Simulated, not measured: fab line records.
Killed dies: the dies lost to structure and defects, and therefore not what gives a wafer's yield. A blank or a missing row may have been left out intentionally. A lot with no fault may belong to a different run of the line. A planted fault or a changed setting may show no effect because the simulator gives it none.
Chamber matching -- flow n5Finfet -- 3 sister chambers for N5_BEOL_M5_DEP_56 on pecvd-01
The step deposits SiCN from 3MS/NH3, target thk 8 nm, time 14 s. 3 wafers are shown with their chamber, then 7 later ones without.

## WAFERS, EACH WITH ITS CHAMBER
wafer,chamber,throttleValvePct (%)
L084.2,0,8.9
L084.5,2,8.8
L090.5,1,9.7

## WAFERS WITH NO CHAMBER GIVEN
wafer,throttleValvePct (%)
L090.6,9.4
L092.1,9.3
L092.2,9.9
L092.4,8.0
L096.2,9.2
L096.4,8.1
L096.6,9.4

## THE CHAMBER EACH PASSED THROUGH
wafer,from the rows above,in truth
L090.6,can't be placed: 1 or 0 or 2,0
L092.1,can't be placed: 1 or 0 or 2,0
L092.2,can't be placed: 1 or 0 or 2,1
L092.4,can't be placed: 2 or 0 or 1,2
L096.2,can't be placed: 0 or 2 or 1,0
L096.4,can't be placed: 2 or 0 or 1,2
L096.6,can't be placed: 1 or 0 or 2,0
0 of 7 placed correctly. Cannot be placed on the basis of these rows: 7; the candidates contain the true chamber in 7. 0 placed wrongly.
How it was worked out, from the rows above alone: a wafer's distance from a chamber is the root of the sum, over the readings, of the square of ((its reading less the chamber's mean) divided by the reading's scatter). The wafer belongs to the nearest chamber; if the next one is less than 2 further off, it can't be placed. Each chamber's mean is taken over the wafers shown for it. The scatter (one wafer shown for each chamber): square how far every hidden wafer sits from the nearest shown wafer, average those squares and take the square root.
